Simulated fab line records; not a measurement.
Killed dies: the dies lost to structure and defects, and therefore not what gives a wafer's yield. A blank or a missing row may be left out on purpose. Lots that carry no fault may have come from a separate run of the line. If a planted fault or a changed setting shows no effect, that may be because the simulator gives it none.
A single fault, viewed from 2 desks | flow n5 finfet | only its own numbers are on each desk; what lay behind them is given at the end

== THE TOOL OWNER'S DESK: rie diel-03 ==
The tool's own readings at N5_BEOL_M0_SAQP_ETCH_84 (etches SOC in N2/H2, target depth 100 nm, overetch 20 nm, time 150 s): means of the sampled wafers that have a number, for each lot that ran on this tool. A lot is out of limits, marked OUT, if its mean lies more than 4 standard deviations from the usual mean; the brackets give that distance.
Columns: A = drypump motor current A at N5_BEOL_M0_SAQP_ETCH_84, usual 5.9 A; B = oes product au at N5_BEOL_M0_SAQP_ETCH_84, usual 0.68 a.u.; C = rf vpp V at N5_BEOL_M0_SAQP_ETCH_84, usual 524.5 V; D = run length s at N5_BEOL_M0_SAQP_ETCH_84, usual 173.5 s; E = showerhead plenum p Torr at N5_BEOL_M0_SAQP_ETCH_84, usual 2.57 Torr; F = throttle valve pct at N5_BEOL_M0_SAQP_ETCH_84, usual 17.91 %
lot  | first seen here | A   | B    | C     | D               | E    | F
L365 | day 6 00:16     | 6.3 | 0.63 | 525.8 | 173.2           | 2.62 | 17.91
L367 | day 6 11:44     | 5.9 | 0.64 | 525.8 | 173.7           | 2.64 | 18.06
L369 | day 7 04:19     | 5.9 | 0.63 | 526.0 | 173.6           | 2.63 | 17.93
L371 | day 7 10:46     | 6.3 | 0.62 | 525.5 | 173.1           | 2.61 | 17.92
L378 | day 9 08:56     | 6.0 | 0.75 | 523.6 | 191.2 (+42) OUT | 2.54 | 17.44
This desk's finding: out of limits on L378; first on L378, day 9 08:56 (run length s at N5_BEOL_M0_SAQP_ETCH_84). L365, L367, L369, L371 stayed within limits.

== AT THE METROLOGY DESK ==
What the gauges read, lot by lot, whatever tool the lot ran on: means of the sampled wafers that have a number. A lot is out of limits, marked OUT, if its mean lies more than 4 standard deviations from the usual mean; the brackets give that distance. Readings shown: 7 of its 12, picked as those furthest out on some lot.
Columns: A = thk nm at N5_BEOL_M0_SAQP_THK_MEAS_05, usual 59.8 nm; B = M0_CORE_OVL at N5_BEOL_M0_SAQP_OVL_MEAS_15, usual 0.7 nm; C = DIBL_N at N5_BEOL_M4_RC_MEAS_101, usual 36.3 mV/V; D = IOFF_N at N5_BEOL_M4_RC_MEAS_101, usual 0.16 nA/um; E = ION_N at N5_BEOL_M4_RC_MEAS_101, usual 677 uA/um; F = SS_N at N5_BEOL_M4_RC_MEAS_101, usual 71.5 mV/dec; G = VT_P at N5_BEOL_M4_RC_MEAS_101, usual -248.9 mV
lot  | first seen here | A    | B    | C    | D    | E   | F    | G
L363 | day 5 12:39     | 60.2 | 1.6  | 35.3 | 0.15 | 673 | 71.0 | -247.1
L365 | day 5 23:37     | 58.5 | -0.3 | 37.9 | 0.20 | 691 | 71.9 | -247.8
L366 | day 6 07:19     | 59.3 | 1.4  | 36.3 | 0.16 | 673 | 72.2 | -250.8
L367 | day 6 10:50     | 60.5 | 0.7  | 37.2 | 0.17 | 689 | 71.2 | -248.3
L369 | day 7 03:43     | 59.6 | 0.4  | 38.4 | 0.20 | 685 | 71.8 | -247.1
L371 | day 7 10:07     | 60.8 | 1.0  | 36.4 | 0.15 | 674 | 71.1 | -255.3
L372 | day 7 15:31     | 59.5 | -0.2 | 34.4 | 0.14 | 667 | 71.6 | -247.1
L373 | day 8 01:13     | 59.5 | -0.1 | 39.1 | 0.17 | 677 | 72.4 | -249.3
L378 | day 9 08:17     | 59.8 | 0.9  | 35.9 | 0.18 | 678 | 71.2 | -248.4
L385 | day 11 00:48    | 60.0 | 0.6  | 36.2 | 0.16 | 682 | 71.6 | -246.8
Result from this desk: across the 10 lots, nothing is out of limits.

== ALL TOGETHER ==
On L378, at day 9 08:56, an alarm was possible from the tool owner's desk.
Nothing out of limits was seen by the metrology desk.
The metrology desk holds a record of L378, inside its limits.
N5_BEOL_M0_SAQP_ETCH_84 was run on rie diel-03 by each of the lots named.

== WHAT THE SIMULATOR PUT IN ==
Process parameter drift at N5_BEOL_M0_SAQP_ETCH_84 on rie diel-03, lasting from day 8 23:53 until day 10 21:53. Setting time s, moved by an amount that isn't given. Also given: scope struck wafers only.
Struck lots among those shown: L378.
Delay in hours, fault start to first out-of-limits reading, by desk: the tool owner's desk at 9.
